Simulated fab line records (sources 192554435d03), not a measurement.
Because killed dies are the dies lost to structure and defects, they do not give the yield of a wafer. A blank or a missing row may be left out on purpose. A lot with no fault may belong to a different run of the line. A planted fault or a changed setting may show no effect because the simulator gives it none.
8D (eight disciplines) problem report, filled in by code | flow n5_finfet | the parts of the form that need people (team, actions taken, sign-off) are left out

== 1. PROBLEM STATEMENT ==
Across 3 wafers from 3 lots, M6_THK at N5_BEOL_M6_THK_MEAS_53 averages 184.7 nm, while fault-free wafers read 78.6 nm with a standard deviation of 1.4. Relative to the usual mean, that is a shift of +76 standard deviations.
The step: measures by xrf.
Earliest sighting: wafer L707.1 on film_metro-01 at day 12 09:53. Wafers with a number at this step in the record: 26, from 9 lots. Rule for "out", or "out of limits": more than 4 standard deviations from the usual mean. All remaining wafers that have a number are taken as sound.

== 2. WHAT IT IS AND WHAT IT IS NOT ==
question                    | is                           | is not
which readings at this step | M6_THK                       | -
which lots                  | L707, L708, L712             | L700, L701, L702, L705, L706, L715
which wafers of those lots  | L707.1, L708.3, L712.1       | L707.5, L707.6, L708.6, L712.4, L712.5
read on which gauges        | film_metro-01, film_metro-02 | -
when                        | from day 12 09:53            | up to then (14 sound wafers); but 9 sound wafers of L706, L708, L712, L715 came after

== 3. THE SUSPECTS, EACH WITH WHAT RULES IT OUT ==
Counting: any tool at a process step up to the reading remains a suspect provided it ran every lot that is out. Sound lots after the first of them don't rule it out here, since some wafers of a struck lot are sound.
- the gauge at N5_BEOL_M6_THK_MEAS_53: ruled out. Those wafers that are out were read across 2 gauges (film_metro-01, film_metro-02).
- cmp-02 at N5_BEOL_M6_CMP_52 (polishes, stops on SiCOH lowk, t overpolish 6.9 s, target thk 80 nm): kept. It ran every lot that is out, first L707 (day 12 09:35); its last sound lot up to then is L705 (day 11 21:16). On those wafers its own readings are out: barrier_field_endpoint_s, overpolish_run_s, time_to_endpoint_s.
Remaining after the count: cmp-02 at N5_BEOL_M6_CMP_52.

== 4. THE CAUSE (what the simulator had put in) ==
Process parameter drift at N5_BEOL_M6_CMP_52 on cmp-02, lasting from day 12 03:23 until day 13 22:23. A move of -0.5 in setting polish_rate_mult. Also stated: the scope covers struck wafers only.
Counting left only this tool.

== 5. THE CHAIN OF EFFECTS, in route order ==
Each row: a reading whose mean over the struck wafers that have a number lies more than 3 standard deviations from the usual. Readings are gone through only where the record gives a usual standard deviation; hours: the median, over the lots, of the time from a lot's start at the first step in this table giving one to that lot's start at this step; sigmas: the change measured in usual standard deviations.
hours | step                    | reading                  | usual   | on struck wafers | change | sigmas
0     | N5_BEOL_M6_CMP_52       | barrier_field_endpoint_s | 28.7 s  | 46.7             | +18.0  | +30
0     | N5_BEOL_M6_CMP_52       | overpolish_run_s         | 6.899 s | 0.034            | -6.865 | -99 or more
0     | N5_BEOL_M6_CMP_52       | time_to_endpoint_s       | 61.3 s  | 81.4             | +20.1  | +9.6
0     | N5_BEOL_M6_THK_MEAS_53  | M6_THK                   | 78.6 nm | 184.7            | +106.1 | +76
0     | N5_BEOL_M6_INSPECT_58   | raw_defect_count         | 67      | 1363             | +1296  | +56
81    | N5_PASSIVATION_PROBE_49 | defect_limited_yield     | 91.4 %  | 0.0              | -91.4  | -61
81    | N5_PASSIVATION_PROBE_49 | killed_at_M4_up          | 13      | 1077             | +1064  | +99 or more
81    | N5_PASSIVATION_PROBE_49 | killed_dies              | 101     | 1180             | +1079  | +60
81    | N5_PASSIVATION_PROBE_49 | killed_on_rim            | 13      | 152              | +139   | +35
81    | N5_PASSIVATION_PROBE_49 | sort_n_pass              | 1079    | 0                | -1079  | -60
81    | N5_PASSIVATION_PROBE_49 | sort_yield_pct           | 91.4 %  | 0.0              | -91.4  | -61
It contains these process steps:
- N5_BEOL_M6_CMP_52: polishes, stops on SiCOH lowk, t overpolish 6.9 s, target thk 80 nm.
- N5_PASSIVATION_PROBE_49

== 6. HOW IT WOULD HAVE BEEN CAUGHT EARLIER ==
Counted from the fault's start at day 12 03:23, it took 6 hours until the first out-of-limits reading at a measuring or inspecting step in this record, taken at day 12 09:53.
The tool's own readings at N5_BEOL_M6_CMP_52 were out on every struck wafer that the step has a row for (barrier_field_endpoint_s, overpolish_run_s, time_to_endpoint_s): an alarm limit on them would have fired on the first of those.
L708, L712, from the lots that are out (3), started N5_BEOL_M6_CMP_52 on cmp-02 later than day 12 09:53. A hold on the tool at that time would have spared those 2.
